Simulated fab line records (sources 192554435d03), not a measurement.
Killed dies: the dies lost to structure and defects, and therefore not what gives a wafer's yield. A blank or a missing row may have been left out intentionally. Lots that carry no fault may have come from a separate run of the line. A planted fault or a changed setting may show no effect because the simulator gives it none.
fab line records	flow n5Finfet
[record] lots = 7	wafers = 39
route steps=1938 shown BEOL_M5@1160 BEOL_M10@1509 BEOL_M12@1649
startH: hours from the record's first day to the start of the lot's first wafer shown	waitH: hours from the lot's prior step to this one	" identical to the entry in the row above	L1.1+2: several wafers, shown together as one row	- either no value or no given start	* or withheld: withheld	< > ~ a bound
route shown NAME@n: a module of which the file shows steps, and the number in the route of the first	usual: the fault-free wafers' mean and standard deviation	same: alike in all rows	chamber/n: place in a boat	sites: readings site by site	_std_site: the values' standard deviation	_edge_site: the outer-site mean with the inner-site mean subtracted	radiusMm: for every site, how far away it sits from the centre of the wafer	mask NAME#n: copy n	behind: the tool/chamber that last shaped the wafer	hold: what put the lot on hold/how long, in hours/how the hold closed	device: whichever transistor did not switch (one of n, p or np)	end of line: the same wafers' tests at the end of the route	a step given without rows: its recipe and nothing more	killed: the dies lost at the first sort to structure and to defects; this is not the yield of the wafer	map: shows each die of a wafer: x if killed, . if not, _ if none is there
set.NAME: setting as actually run; set.NAME@STEP: the setting as run at that earlier step	model.NAME: the simulator's own value behind a step, which no gauge read
lots whose settings were changed on purpose; a table a step, a row a wafer
[[steps]]
[step N5_BEOL_M5_TRENCH_ETCH_37]
[recipe] chemistry = C4F6/O2	targetDepthA = 716.52	target = SiCOH_lowk	timeS = 24.7	ionEnergyEv = 250	pressureMtorr = 30	sourceW = 345	biasW = 185	Ar_flow_sccm = 300	C4F6_flow_sccm = 10	O2_flow_sccm = 10
lot.wafer	tool	chamber	startH	waitH	set.timeS	model.BEOL_M5.featureDepthNm	model.etch.depthNm	model.TiN_of_BEOL_M5_HM_DEP_02.thkNm
L076.1	rieDiel-03	3	-	-	17.4	52.8	52.88	18.6
L076.2	"	1	"	"	24.7	71.6	71.53	17.8
L076.3	"	2	"	"	24.7	72.4	72.45	18
L076.4	"	0	"	"	17.4	50.4	50.31	18.4
L076.5	"	3	"	"	24.7	74.4	74.31	17.8
L076.6	"	0	"	"	17.4	50.4	50.45	18.2
L084.1	rieDiel-03	1	-	-	24.7	70.2	70.1	18
L084.3	"	2	"	"	24.7	70.4	70.4	17.8
L084.6	"	2	"	"	24.7	70.6	70.52	18
L089.1	rieDiel-01	3	-	-	24.7	73.6	73.57	17.6
L089.2	"	2	"	"	24.7	72	72.05	17.4
L089.3	"	0	"	"	24.7	71.4	71.32	17.6
L089.4	"	1	"	"	20.72	61.8	61.9	18
L089.5	"	3	"	"	20.72	61.2	61.29	17.8
L089.6	"	0	"	"	20.72	60	59.92	18
L088.1	rieDiel-01	0	-	-	24.7	71.6	71.59	17.8
L088.2	"	3	"	"	11.2	33.4	33.4	19.2
L088.3	"	1	"	"	24.7	73.2	73.15	18.2
L088.4	"	2	"	"	11.2	32.8	32.89	19
L088.5	"	1	"	"	11.2	33.4	33.39	19
L088.6	"	0	"	"	24.7	71.4	71.43	17.8
L090.1	rieDiel-01	3	-	-	24.7	72.6	72.69	17.6
L090.2	"	1	"	"	24.7	73	73.03	17.6
L090.3	"	2	"	"	12.67	37	37	18.4
L090.4	"	0	"	"	24.7	70.8	70.81	17.8
L090.5	"	3	"	"	12.67	37.6	37.54	18.6
L090.6	"	0	"	"	12.67	36.6	36.64	18.4
L095.1	rieDiel-02	0	-	-	24.7	73	72.94	17.6
L095.2	"	3	"	"	24.7	72	72.03	17.8
L095.3	"	2	"	"	35.11	101	101.1	17.2
L095.4	"	0	"	"	24.7	73.2	73.24	18
L095.5	"	2	"	"	35.11	102.2	102.2	17.2
L095.6	"	3	"	"	35.11	102.4	102.5	16.8
L097.1	rieDiel-01	3	-	-	24.7	72.6	72.64	17.8
L097.2	"	2	"	"	12.15	35	35.03	18.8
L097.3	"	0	"	"	12.15	34.6	34.69	19
L097.4	"	1	"	"	24.7	72.8	72.77	17.8
L097.5	"	0	"	"	12.15	34.8	34.84	18.8
L097.6	"	3	"	"	24.7	72.8	72.88	17.8
[step N5_BEOL_M5_ETCH_41]
[recipe] chemistry = CH3F/O2	target = SiCN	targetDepthA = 315	taperDeg = 2	timeS = 56.7	ionEnergyEv = 120	maskMaterial = TiN	pressureMtorr = 30	sourceW = 395	biasW = 75	Ar_flow_sccm = 150	CH3F_flow_sccm = 30	O2_flow_sccm = 20
[step N5_BEOL_M5_STRIP_91]
[recipe] chemistry = N2/H2	timeS = 10	powerW = 450	tempC = 40	pressureMtorr = 20	rfFrequencyHz = 6e+07	biasPowerW = 7	n2FlowSccm = 200	h2FlowSccm = 200
[step N5_BEOL_M5_OCD_MEAS_38]
[usual] trenchDepthNm = 71.8/1.3
lot.wafer	tool	chamber	startH	waitH	set.timeS@BEOL_M5_TRENCH_ETCH_37	trenchDepthNm
L076.1	ocd-02	-	185.97	-	17.4	53.3
L076.2	"	-	"	"	24.7	71.8
L076.3	"	-	"	"	24.7	72.3
L076.4	"	-	"	"	17.4	50.2
L076.5	"	-	"	"	24.7	74.8
L076.6	"	-	"	"	17.4	49.9
L084.1	ocd-01	-	242.59	-	24.7	70.6
L084.3	"	-	"	"	24.7	69.8
L084.6	"	-	"	"	24.7	71.0
L089.1	ocd-01	-	267.83	-	24.7	73.6
L089.2	"	-	"	"	24.7	72.5
L089.3	"	-	"	"	24.7	71.9
L089.4	"	-	"	"	20.72	61.6
L089.5	"	-	"	"	20.72	61.1
L089.6	"	-	"	"	20.72	60.1
L088.1	ocd-01	-	275.31	-	24.7	71.5
L088.2	"	-	"	"	11.2	33.8
L088.3	"	-	"	"	24.7	73.3
L088.4	"	-	"	"	11.2	33.6
L088.5	"	-	"	"	11.2	33.7
L088.6	"	-	"	"	24.7	71.0
L090.1	ocd-01	-	281.94	-	24.7	72.9
L090.2	"	-	"	"	24.7	72.5
L090.3	"	-	"	"	12.67	37.1
L090.4	"	-	"	"	24.7	70.7
L090.5	"	-	"	"	12.67	37.5
L090.6	"	-	"	"	12.67	36.9
L095.1	ocd-01	-	337.58	-	24.7	72.9
L095.2	"	-	"	"	24.7	73.0
L095.3	"	-	"	"	35.11	101.3
L095.4	"	-	"	"	24.7	73.2
L095.5	"	-	"	"	35.11	102.0
L095.6	"	-	"	"	35.11	101.8
L097.1	ocd-02	-	340.77	-	24.7	72.8
L097.2	"	-	"	"	12.15	34.7
L097.3	"	-	"	"	12.15	34.3
L097.4	"	-	"	"	24.7	72.8
L097.5	"	-	"	"	12.15	35.0
L097.6	"	-	"	"	24.7	72.9
[step N5_BEOL_M5_HM_STRIP_39]
[recipe] chemistry = peroxideTinStrip	material = TiN	targetDepthA = 250	tempC = 50	timeS = 158
[step N5_BEOL_M5_SRD_40]
[recipe] timeS = 30	tempC = 23	rinseLiquid = diw	dry = ipaMarangoni
[step N5_BEOL_M5_ECD_50]
[recipe] material = Cu	targetThkA = 3000
[step N5_BEOL_M5_ANNEAL_51]
[recipe] tempC = 225	timeS = 90	ambient = N2
[step N5_BEOL_M5_CMP_52]
[recipe] stopOn = SiCOH_lowk	tOverpolishS = 6.9	downForcePsi = 1	platenRpm = 50	clearingPlatenDownForcePsi = 1.5	clearingPlatenRpm = 50	postCmpClean = cuAlkaline	targetThkNm = 62	clearingPlatenPadVelocityMS = 0.99484	padVelocityMS = 0.99484
lot.wafer	tool	chamber	startH	waitH	set.timeS@BEOL_M5_TRENCH_ETCH_37	model.Cu_of_BEOL_M5_ECD_50.thkNm
L076.4	cmp-01	2	192.19	0.1	17.4	39.6
L076.1	"	3	"	"	17.4	44
L076.3	"	0	"	"	24.7	62.4
L076.2	"	1	"	"	24.7	63.4
L076.5	"	2	"	"	24.7	64.8
L076.6	"	3	"	"	17.4	40.4
L084.1	cmp-04	1	249.78	0.6	24.7	58.2
L084.3	"	2	"	"	24.7	57.8
L084.6	"	0	"	"	24.7	58.6
L089.2	cmp-04	0	273.86	0.2	24.7	60.6
L089.4	"	1	"	"	20.72	51
L089.1	"	2	"	"	24.7	62.4
L089.3	"	3	"	"	24.7	60.4
L089.5	"	0	"	"	20.72	50.4
L089.6	"	1	"	"	20.72	49.2
L088.1	cmp-02	1	286.09	0.3	24.7	61
L088.3	"	2	"	"	24.7	64.4
L088.2	"	3	"	"	11.2	25.6
L088.4+5	"	0,1	"	"	11.2	23
L088.6	"	2	"	"	24.7	63.8
L090.3	cmp-02	2	290.37	0.2	12.67	28.2
L090.4	"	3	"	"	24.7	63.2
L090.2	"	0	"	"	24.7	65
L090.1	"	1	"	"	24.7	64
L090.6	"	2	"	"	12.67	28.6
L090.5	"	3	"	"	12.67	31.2
L095.1	cmp-01	3	344.48	0.3	24.7	64.6
L095.4	"	0	"	"	24.7	63.4
L095.2	"	1	"	"	24.7	63.6
L095.3	"	2	"	"	35.11	89.6
L095.6	"	3	"	"	35.11	93.6
L095.5	"	0	"	"	35.11	93.2
L097.3	cmp-01	2	347.92	0.2	12.15	23.6
L097.2	"	3	"	"	12.15	26.2
L097.1	"	0	"	"	24.7	63
L097.4	"	1	"	"	24.7	64.6
L097.5	"	2	"	"	12.15	25.2
L097.6	"	3	"	"	24.7	63.4
[step N5_BEOL_M5_THK_MEAS_53]
[recipe] thkMeasGauge = xrf	reads = Cu_of_BEOL_M5_ECD_50
[usual] M5_THK = 62.0/1.9
lot.wafer	tool	chamber	startH	waitH	set.timeS@BEOL_M5_TRENCH_ETCH_37	M5_THK[nm]
L076.1	filmMetro-02	-	192.48	-	17.4	44.3
L076.2	"	-	"	"	24.7	63.7
L076.3	"	-	"	"	24.7	62.5
L076.4	"	-	"	"	17.4	39.5
L076.5	"	-	"	"	24.7	64.9
L076.6	"	-	"	"	17.4	40.7
L084.1	filmMetro-02	-	250.00	-	24.7	57.9
L084.3	"	-	"	"	24.7	57.7
L084.6	"	-	"	"	24.7	58.7
L089.1	filmMetro-02	-	274.16	-	24.7	62.6
L089.2	"	-	"	"	24.7	60.7
L089.3	"	-	"	"	24.7	60.2
L089.4	"	-	"	"	20.72	50.7
L089.5	"	-	"	"	20.72	50.1
L089.6	"	-	"	"	20.72	49.1
L088.1	filmMetro-02	-	286.38	-	24.7	61.2
L088.2	"	-	"	"	11.2	25.6
L088.3	"	-	"	"	24.7	65.0
L088.4	"	-	"	"	11.2	23.2
L088.5	"	-	"	"	11.2	23.1
L088.6	"	-	"	"	24.7	64.0
L090.1	filmMetro-02	-	290.67	-	24.7	63.9
L090.2	"	-	"	"	24.7	64.7
L090.3	"	-	"	"	12.67	27.8
L090.4	"	-	"	"	24.7	63.3
L090.5	"	-	"	"	12.67	31.0
L090.6	"	-	"	"	12.67	28.4
L095.1	filmMetro-02	-	344.78	-	24.7	65.0
L095.2	"	-	"	"	24.7	64.1
L095.3	"	-	"	"	35.11	90.3
L095.4	"	-	"	"	24.7	63.7
L095.5	"	-	"	"	35.11	94.4
L095.6	"	-	"	"	35.11	94.8
L097.1	filmMetro-01	-	348.21	-	24.7	63.0
L097.2	"	-	"	"	12.15	26.1
L097.3	"	-	"	"	12.15	23.6
L097.4	"	-	"	"	24.7	64.7
L097.5	"	-	"	"	12.15	25.0
L097.6	"	-	"	"	24.7	63.3
[step N5_BEOL_M5_PRE_CLEAN_77]
[recipe] gas = NH3/H2	timeS = 15	tempC = *	rfPowerW = 300
[step N5_BEOL_M5_CO_CAP_78]
[recipe] material = Co	targetThkA = 20	tempC = 200	precursor = CCTBA/H2	pressureTorr = 30	timeS = 102.1
[step N5_BEOL_M5_PRE_CLEAN_55]
[recipe] gas = NH3	timeS = 15	tempC = withheld	rfPowerW = 300
[step N5_BEOL_M5_DEP_56]
[recipe] material = SiCN	targetThkA = 80	tempC = withheld	precursor = 3MS/NH3	pressureTorr = 3	rfW = 202	timeS = 14
[step N5_BEOL_M5_RS_MEAS_57]
[recipe] thkMeasGauge = four-point-probe	reads = Co_of_BEOL_M5_CO_CAP_78+Cu_of_BEOL_M5_ECD_50+Co_of_BEOL_M5_CVD_47+TaN_of_BEOL_M5_ALD_86
[usual] M5_RS = 0.387/0.014
lot.wafer	tool	chamber	startH	waitH	set.timeS@BEOL_M5_TRENCH_ETCH_37	M5_RS[ohm/sq]
L076.1	filmMetro-02	-	192.75	0.0	17.4	0.592
L076.2	"	-	"	"	24.7	0.376
L076.3	"	-	"	"	24.7	0.383
L076.4	"	-	"	"	17.4	0.677
L076.5	"	-	"	"	24.7	0.366
L076.6	"	-	"	"	17.4	0.661
L084.1	filmMetro-02	-	250.32	0.0	24.7	0.417
L084.3	"	-	"	"	24.7	0.421
L084.6	"	-	"	"	24.7	0.414
L089.1	filmMetro-02	-	274.42	0.0	24.7	0.382
L089.2	"	-	"	"	24.7	0.398
L089.3	"	-	"	"	24.7	0.399
L089.4	"	-	"	"	20.72	0.492
L089.5	"	-	"	"	20.72	0.498
L089.6	"	-	"	"	20.72	0.513
L088.1	filmMetro-01	-	286.66	0.1	24.7	0.394
L088.2	"	-	"	"	11.2	1.212
L088.3	"	-	"	"	24.7	0.369
L088.4	"	-	"	"	11.2	1.393
L088.5	"	-	"	"	11.2	1.390
L088.6	"	-	"	"	24.7	0.374
L090.1	filmMetro-02	-	291.19	0.0	24.7	0.373
L090.2	"	-	"	"	24.7	0.365
L090.3	"	-	"	"	12.67	1.064
L090.4	"	-	"	"	24.7	0.378
L090.5	"	-	"	"	12.67	0.926
L090.6	"	-	"	"	12.67	1.045
L095.1	filmMetro-01	-	345.09	0.0	24.7	0.367
L095.2	"	-	"	"	24.7	0.375
L095.3	"	-	"	"	35.11	0.250
L095.4	"	-	"	"	24.7	0.377
L095.5	"	-	"	"	35.11	0.238
L095.6	"	-	"	"	35.11	0.238
L097.1	filmMetro-01	-	348.48	0.0	24.7	0.380
L097.2	"	-	"	"	12.15	1.177
L097.3	"	-	"	"	12.15	1.343
L097.4	"	-	"	"	24.7	0.367
L097.5	"	-	"	"	12.15	1.245
L097.6	"	-	"	"	24.7	0.377
[step N5_BEOL_M10_VIA_ETCH_34]
[recipe] chemistry = C4F6/O2	target = SiCOH_lowk	targetDepthA = 1845	maskMaterial = SOC	taperDeg = 4	timeS = 69.2	ionEnergyEv = 250	pressureMtorr = 30	sourceW = 345	biasW = 185	Ar_flow_sccm = 300	C4F6_flow_sccm = 10	O2_flow_sccm = 10
lot.wafer	tool	chamber	startH	waitH	set.timeS	model.etch.depthNm	model.SOC_of_BEOL_M10_COAT_63.thkNm
L076.1	rieDiel-06	1	236.80	0.0	94.92	251.2	89.2
L076.2	"	2	"	"	69.2	189.2	91.8
L076.3	"	0	"	"	94.92	256.7	89.4
L076.4	"	3	"	"	69.2	187.2	92
L076.5	"	0	"	"	69.2	188.5	92
L076.6	"	3	"	"	94.92	254.1	89.2
L084.1	rieDiel-06	3	288.37	0.0	69.2	183.6	91.2
L084.3	"	1	"	"	69.2	181.3	91.6
L084.6	"	3	"	"	69.2	184.2	91.2
L089.1	rieDiel-05	3	318.30	0.0	42.73	116.1	94.6
L089.2	"	0	"	"	42.73	110	94.8
L089.3	"	1	"	"	69.2	188	91.2
L089.4	"	1	"	"	42.73	115.4	94.4
L089.5	"	3	"	"	69.2	189.1	91.6
L089.6	"	0	"	"	69.2	178.3	92
L088.1	rieDiel-04	1	323.93	0.0	97.74	259.2	88.8
L088.2	"	2	"	"	97.74	263.6	88
L088.3	"	3	"	"	97.74	262.7	88.8
L088.4	"	0	"	"	69.2	186.4	92.2
L088.5	"	1	"	"	69.2	183.4	92.2
L088.6	"	0	"	"	69.2	184	92
L090.1	rieDiel-05	3	331.40	0.0	107.6	296.7	87.4
L090.2	"	1	"	"	69.2	188.5	92.4
L090.3	"	2	"	"	107.6	291.8	88
L090.4	"	0	"	"	107.6	279.6	88.2
L090.5	"	0	"	"	69.2	179.1	93
L090.6	"	3	"	"	69.2	191.4	92.2
L095.1	rieDiel-05	2	387.01	0.0	28.23	75.62	97.2
L095.2	"	0	"	"	69.2	178.1	92.8
L095.3	"	1	"	"	28.23	76.03	97.2
L095.4	"	1	"	"	69.2	187.2	92.2
L095.5	"	0	"	"	28.23	72.86	97
L095.6	"	2	"	"	69.2	186	92.4
L097.1	rieDiel-05	0	389.31	0.0	69.2	177.6	92.8
L097.2	"	2	"	"	93.43	252.4	90
L097.3	"	1	"	"	69.2	186	92
L097.4	"	0	"	"	93.43	239.7	90
L097.5	"	2	"	"	93.43	250.7	89.8
L097.6	"	1	"	"	69.2	185.8	92.2
[step N5_BEOL_M12_SPUTTER_44]
[recipe] material = Ta	targetThkA = 100	tempC = 50	biasV = 80	powerW = 15000	chamberPressurePa = 0.07	timeS = 16.13
lot.wafer	tool	chamber	startH	waitH	set.timeS	model.Ta_of_BEOL_M12_SPUTTER_44.thkNm
L076.1	pvdSputter-01	-	253.21	0.0	24.77	15.2
L076.2+4	"	-	"	"	16.13	10.2
L076.3	"	-	"	"	16.13	10.4
L076.5	"	-	"	"	24.77	15.8
L076.6	"	-	"	"	24.77	15.6
L084.1	pvdSputter-01	-	304.47	0.0	16.13	10
L084.3	"	-	"	"	16.13	9.8
L084.6	"	-	"	"	16.13	10.2
L089.1+3	pvdSputter-02	-	337.70	0.0	16.13	10
L089.2+6	"	-	"	"	13.62	8.4
L089.4	"	-	"	"	16.13	10.2
L089.5	"	-	"	"	13.62	8.6
L088.1+4+6	pvdSputter-03	-	337.73	0.0	11.03	6.6
L088.2+5	"	-	"	"	16.13	9.8
L088.3	"	-	"	"	16.13	10
L090.1+6	pvdSputter-02	-	351.38	0.0	16.13	10
L090.2+5	"	-	"	"	8.001	5.2
L090.3	"	-	"	"	16.13	9.8
L090.4	"	-	"	"	8.001	5
L095.1+4	pvdSputter-02	-	408.33	0.0	16.13	10
L095.2	"	-	"	"	6.724	4.2
L095.3+6	"	-	"	"	6.724	4
L095.5	"	-	"	"	16.13	9.8
L097.1	pvdSputter-01	-	409.14	0.0	16.13	10.4
L097.2+4+6	"	-	"	"	16.13	10.2
L097.3	"	-	"	"	16.13	10
L097.5	"	-	"	"	16.13	9.8
[step N5_BEOL_M12_SPUTTER_45]
[recipe] material = Cu	targetThkA = 800	tempC = -20	biasV = 60	powerW = 26000	chamberPressurePa = 0.13	timeS = 13.33
[step N5_BEOL_M12_ECD_47]
[recipe] material = Cu	targetThkA = 7200
[step N5_BEOL_M12_ANNEAL_48]
[recipe] tempC = 225	timeS = 90	ambient = N2
[step N5_BEOL_M12_CMP_49]
[recipe] stopOn = SiOC	tOverpolishS = 20.6	downForcePsi = 1	platenRpm = 50	clearingPlatenDownForcePsi = 1.5	clearingPlatenRpm = 50	postCmpClean = cuAlkaline	targetThkNm = 320	clearingPlatenPadVelocityMS = 0.99484	padVelocityMS = 0.99484
[usual] barrierFieldEndpointS = 30.3/0.71
lot.wafer	tool	chamber	startH	waitH	set.timeS@BEOL_M12_SPUTTER_44	barrierFieldEndpointS
L076.4	cmp-04	0	254.97	0.2	16.13	30.2
L076.2	"	1	"	"	16.13	29.7
L076.3	"	2	"	"	16.13	30.6
L076.1	"	3	"	"	24.77	36.1
L076.5	"	0	"	"	24.77	36.7
L076.6	"	1	"	"	24.77	36.3
L084.3	cmp-01	3	305.11	0.2	16.13	30.7
L084.1	"	2	"	"	16.13	30.3
L084.6	"	0	"	"	16.13	31.2
L089.2	cmp-01	1	338.75	0.4	13.62	29.5
L089.3	"	2	"	"	16.13	30.8
L089.4	"	3	"	"	16.13	31.4
L089.1	"	0	"	"	16.13	30.7
L089.5	"	1	"	"	13.62	29.2
L089.6	"	2	"	"	13.62	28.3
L088.4	cmp-03	2	339.41	0.1	11.03	26.4
L088.2	"	3	"	"	16.13	30.4
L088.3	"	0	"	"	16.13	30.0
L088.1	"	1	"	"	11.03	26.3
L088.5	"	2	"	"	16.13	30.6
L088.6	"	3	"	"	11.03	26.2
L090.3	cmp-03	2	352.72	0.2	16.13	29.7
L090.4	"	3	"	"	8.001	24.4
L090.1	"	0	"	"	16.13	29.9
L090.2	"	1	"	"	8.001	24.7
L090.6	"	2	"	"	16.13	30.0
L090.5	"	3	"	"	8.001	24.2
L095.2	cmp-01	3	409.33	0.4	6.724	23.6
L095.3	"	0	"	"	6.724	22.7
L095.4	"	1	"	"	16.13	30.6
L095.1	"	2	"	"	16.13	29.6
L095.6	"	3	"	"	6.724	23.2
L095.5	"	0	"	"	16.13	29.7
L097.1	cmp-01	0	409.99	0.3	16.13	31.2
L097.3	"	1	"	"	16.13	30.7
L097.4	"	2	"	"	16.13	30.4
L097.2	"	3	"	"	16.13	30.5
L097.6	"	0	"	"	16.13	30.2
L097.5	"	1	"	"	16.13	30.1
[[key]]
[split] step = N5_BEOL_M5_TRENCH_ETCH_37	setting = timeS	stated = 24.7	by = wafer
[response] step = N5_BEOL_M5_TRENCH_ETCH_37	reading = model.BEOL_M5.featureDepthNm	change = +0.72	per = 1%	r = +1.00
[response] step = N5_BEOL_M5_TRENCH_ETCH_37	reading = model.etch.depthNm	change = +0.72	per = 1%	r = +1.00
[response] step = N5_BEOL_M5_TRENCH_ETCH_37	reading = model.TiN_of_BEOL_M5_HM_DEP_02.thkNm	change = -0.0192	per = 1%	r = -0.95
[response] step = N5_BEOL_M5_OCD_MEAS_38	reading = trenchDepthNm	change = +0.717	per = 1%	r = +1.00
[response] step = N5_BEOL_M5_CMP_52	reading = model.Cu_of_BEOL_M5_ECD_50.thkNm	change = +0.721	per = 1%	r = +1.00
[response] step = N5_BEOL_M5_THK_MEAS_53	reading = M5_THK	change = +0.726	per = 1%	r = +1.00
[response] step = N5_BEOL_M5_RS_MEAS_57	reading = M5_RS	shape = bent	atLowest = 1.332	atStated = 0.383	atHighest = 0.242
[split] step = N5_BEOL_M10_VIA_ETCH_34	setting = timeS	stated = 69.2	by = wafer
[response] step = N5_BEOL_M10_VIA_ETCH_34	reading = model.etch.depthNm	change = +1.84	per = 1%	r = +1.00
[response] step = N5_BEOL_M10_VIA_ETCH_34	reading = model.SOC_of_BEOL_M10_COAT_63.thkNm	change = -0.0794	per = 1%	r = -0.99
[split] step = N5_BEOL_M12_SPUTTER_44	setting = timeS	stated = 16.13	by = wafer
[response] step = N5_BEOL_M12_SPUTTER_44	reading = model.Ta_of_BEOL_M12_SPUTTER_44.thkNm	change = +0.0989	per = 1%	r = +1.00
[response] step = N5_BEOL_M12_CMP_49	reading = barrierFieldEndpointS	change = +0.116	per = 1%	r = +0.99
